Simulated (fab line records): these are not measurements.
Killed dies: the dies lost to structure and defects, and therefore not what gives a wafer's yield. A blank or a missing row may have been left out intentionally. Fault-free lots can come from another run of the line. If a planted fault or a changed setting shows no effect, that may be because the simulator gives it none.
Check for tools in common / flow nand-harc / 39 wafers sampled across 13 lots

REASON FOR OPENING
At NHARC_A_ONON_D1_THK_MEAS_21 the reading thk-nm is flagged on 2 of 13 lots. No-fault wafers: 1001 nm, standard deviation 10.
Rule: flag the lot when none of its wafers has a number, or when each of its wafers that has one lies beyond 4 standard deviations from that mean. The other lots count as sound.

lot=L202; measured=day 7 12:20; on=film-metro-01; thk-nm (nm), wafer by wafer=1014 1014 1013; flag=
lot=L205; measured=day 8 07:23; on=film-metro-01; thk-nm (nm), wafer by wafer=1021 1021 1022; flag=
lot=L206; measured=day 9 07:14; on=film-metro-02; thk-nm (nm), wafer by wafer=994 996 995; flag=
lot=L208; measured=day 9 19:19; on=film-metro-01; thk-nm (nm), wafer by wafer=1596 1595 1593; flag=FLAGGED
lot=L210; measured=day 10 02:46; on=film-metro-01; thk-nm (nm), wafer by wafer=1599 1598 1600; flag=FLAGGED
lot=L213; measured=day 11 02:53; on=film-metro-02; thk-nm (nm), wafer by wafer=997 997 997; flag=
lot=L216; measured=day 11 02:53; on=film-metro-01; thk-nm (nm), wafer by wafer=998 1001 1000; flag=
lot=L214; measured=day 11 18:17; on=film-metro-02; thk-nm (nm), wafer by wafer=1004 1008 1007; flag=
lot=L217; measured=day 12 00:35; on=film-metro-02; thk-nm (nm), wafer by wafer=1003 1002 1004; flag=
lot=L221; measured=day 12 08:18; on=film-metro-01; thk-nm (nm), wafer by wafer=1002 1004 1003; flag=
lot=L220; measured=day 12 08:19; on=film-metro-01; thk-nm (nm), wafer by wafer=1013 1013 1011; flag=
lot=L222; measured=day 12 21:46; on=film-metro-02; thk-nm (nm), wafer by wafer=987 988 987; flag=
lot=L225; measured=day 13 07:21; on=film-metro-02; thk-nm (nm), wafer by wafer=1007 1005 1007; flag=
On average the flagged lots' numbers are 1597 nm, which is +596 nm against the usual, or +60 standard deviations.

LOT BY LOT: THE TOOL USED
Before the reading, the record contains 3 process steps out of a 1159-step route. Every cell lists first the tool, next ch and the chambers used by the sampled wafers, and last the start.
lot=L202; flag=; NHARC_A_ZERO_WELL_ETCH_19=rie-diel-11 ch 0,2,3, day 6 05:18; NHARC_A_ZERO_WELL_RTA_16=rtp-anneal-01 ch 0, day 6 06:22; NHARC_A_ONON_D1_DEP_19=pecvd-onon-02 ch 0, day 7 11:56
lot=L205; flag=; NHARC_A_ZERO_WELL_ETCH_19=rie-diel-09 ch 0,1, day 7 01:09; NHARC_A_ZERO_WELL_RTA_16=rtp-anneal-01 ch 0, day 7 02:13; NHARC_A_ONON_D1_DEP_19=pecvd-onon-02 ch 0, day 8 06:56
lot=L206; flag=; NHARC_A_ZERO_WELL_ETCH_19=rie-diel-02 ch 0,1,2, day 7 22:37; NHARC_A_ZERO_WELL_RTA_16=rtp-anneal-02 ch 0, day 7 23:41; NHARC_A_ONON_D1_DEP_19=pecvd-onon-02 ch 0, day 9 06:47
lot=L208; flag=FLAGGED; NHARC_A_ZERO_WELL_ETCH_19=rie-diel-09 ch 0,1,3, day 8 09:23; NHARC_A_ZERO_WELL_RTA_16=rtp-anneal-01 ch 0, day 8 10:29; NHARC_A_ONON_D1_DEP_19=pecvd-onon-02 ch 0, day 9 18:52
lot=L210; flag=FLAGGED; NHARC_A_ZERO_WELL_ETCH_19=rie-diel-02 ch 0,1,3, day 8 20:25; NHARC_A_ZERO_WELL_RTA_16=rtp-anneal-02 ch 0, day 8 21:30; NHARC_A_ONON_D1_DEP_19=pecvd-onon-02 ch 0, day 10 02:19
lot=L213; flag=; NHARC_A_ZERO_WELL_ETCH_19=rie-diel-02 ch 0,2, day 9 17:44; NHARC_A_ZERO_WELL_RTA_16=rtp-anneal-01 ch 0, day 9 18:47; NHARC_A_ONON_D1_DEP_19=pecvd-onon-03 ch 0, day 11 02:22
lot=L216; flag=; NHARC_A_ZERO_WELL_ETCH_19=rie-diel-02 ch 0,1,3, day 9 20:40; NHARC_A_ZERO_WELL_RTA_16=rtp-anneal-01 ch 0, day 9 21:43; NHARC_A_ONON_D1_DEP_19=pecvd-onon-01 ch 0, day 11 02:22
lot=L214; flag=; NHARC_A_ZERO_WELL_ETCH_19=rie-diel-02 ch 0,1,2, day 10 04:29; NHARC_A_ZERO_WELL_RTA_16=rtp-anneal-02 ch 0, day 10 05:32; NHARC_A_ONON_D1_DEP_19=pecvd-onon-03 ch 0, day 11 17:53
lot=L217; flag=; NHARC_A_ZERO_WELL_ETCH_19=rie-diel-09 ch 0,2,3, day 10 16:20; NHARC_A_ZERO_WELL_RTA_16=rtp-anneal-01 ch 0, day 10 17:25; NHARC_A_ONON_D1_DEP_19=pecvd-onon-03 ch 0, day 12 00:07
lot=L221; flag=; NHARC_A_ZERO_WELL_ETCH_19=rie-diel-11 ch 1,2, day 11 00:41; NHARC_A_ZERO_WELL_RTA_16=rtp-anneal-01 ch 0, day 11 01:43; NHARC_A_ONON_D1_DEP_19=pecvd-onon-01 ch 0, day 12 07:48
lot=L220; flag=; NHARC_A_ZERO_WELL_ETCH_19=rie-diel-02 ch 0,1,2, day 11 00:07; NHARC_A_ZERO_WELL_RTA_16=rtp-anneal-02 ch 0, day 11 01:08; NHARC_A_ONON_D1_DEP_19=pecvd-onon-03 ch 0, day 12 07:49
lot=L222; flag=; NHARC_A_ZERO_WELL_ETCH_19=rie-diel-09 ch 0,3, day 11 13:14; NHARC_A_ZERO_WELL_RTA_16=rtp-anneal-02 ch 0, day 11 14:17; NHARC_A_ONON_D1_DEP_19=pecvd-onon-01 ch 0, day 12 21:18
lot=L225; flag=; NHARC_A_ZERO_WELL_ETCH_19=rie-diel-02 ch 1,2, day 11 22:32; NHARC_A_ZERO_WELL_RTA_16=rtp-anneal-02 ch 0, day 11 23:36; NHARC_A_ONON_D1_DEP_19=pecvd-onon-03 ch 0, day 13 06:50
What the steps here do:
- NHARC_A_ZERO_WELL_ETCH_19: etches the open film in N2/H2, target depth 80 nm, overetch 24 nm, time 87.88 s.
- NHARC_A_ZERO_WELL_RTA_16: time 10 s.
- NHARC_A_ONON_D1_DEP_19: target thk 1000 nm.
- NHARC_A_ONON_D1_THK_MEAS_21: measures by ellipsometry.

FLAGGED OVER TOTAL, TOOL BY TOOL (the gauges that took the reading come last)
step=NHARC_A_ZERO_WELL_ETCH_19; tool=rie-diel-02; lots run=7; flagged=1; share of the flagged lots=some; sound lots run after its first flagged lot=5 (L213,L216,L214,L220,L225)
step=NHARC_A_ZERO_WELL_ETCH_19; tool=rie-diel-09; lots run=4; flagged=1; share of the flagged lots=some; sound lots run after its first flagged lot=2 (L217,L222)
step=NHARC_A_ZERO_WELL_ETCH_19; tool=rie-diel-11; lots run=2; flagged=0; share of the flagged lots=none; sound lots run after its first flagged lot=-
step=NHARC_A_ZERO_WELL_RTA_16; tool=rtp-anneal-01; lots run=7; flagged=1; share of the flagged lots=some; sound lots run after its first flagged lot=4 (L213,L216,L217,L221)
step=NHARC_A_ZERO_WELL_RTA_16; tool=rtp-anneal-02; lots run=6; flagged=1; share of the flagged lots=some; sound lots run after its first flagged lot=4 (L214,L220,L222,L225)
step=NHARC_A_ONON_D1_DEP_19; tool=pecvd-onon-01; lots run=3; flagged=0; share of the flagged lots=none; sound lots run after its first flagged lot=-
step=NHARC_A_ONON_D1_DEP_19; tool=pecvd-onon-02; lots run=5; flagged=2; share of the flagged lots=all; sound lots run after its first flagged lot=0
step=NHARC_A_ONON_D1_DEP_19; tool=pecvd-onon-03; lots run=5; flagged=0; share of the flagged lots=none; sound lots run after its first flagged lot=-
step=NHARC_A_ONON_D1_THK_MEAS_21; tool=film-metro-01; lots run=7; flagged=2; share of the flagged lots=all; sound lots run after its first flagged lot=3 (L216,L221,L220)
step=NHARC_A_ONON_D1_THK_MEAS_21; tool=film-metro-02; lots run=6; flagged=0; share of the flagged lots=none; sound lots run after its first flagged lot=-

THE TABLE: WHAT IT ALLOWS
Table rows that saw every flagged lot: 2, namely pecvd-onon-02 at NHARC_A_ONON_D1_DEP_19 and film-metro-01 at NHARC_A_ONON_D1_THK_MEAS_21.
- pecvd-onon-02 at NHARC_A_ONON_D1_DEP_19 ran 5 lots, 2 of them flagged. A fault beginning between L206 (day 9 06:47), its last sound lot, and L208 (day 9 18:52), its first flagged one, fits the data.
- film-metro-01 at NHARC_A_ONON_D1_THK_MEAS_21 ran 7 lots, 2 of them flagged. Lots that were sound ran on it after the first flagged one (L216, L221, L220); a persistent fault on the entire tool would not allow that.
Just one tool remains: pecvd-onon-02 at NHARC_A_ONON_D1_DEP_19.

WHAT HAD BEEN PUT IN BY THE SIMULATOR
pecvd-onon-02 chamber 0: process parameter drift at NHARC_A_ONON_D1_DEP_19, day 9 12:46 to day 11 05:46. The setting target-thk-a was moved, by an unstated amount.
Lots struck among those shown: L208, L210. The rule above found the same.
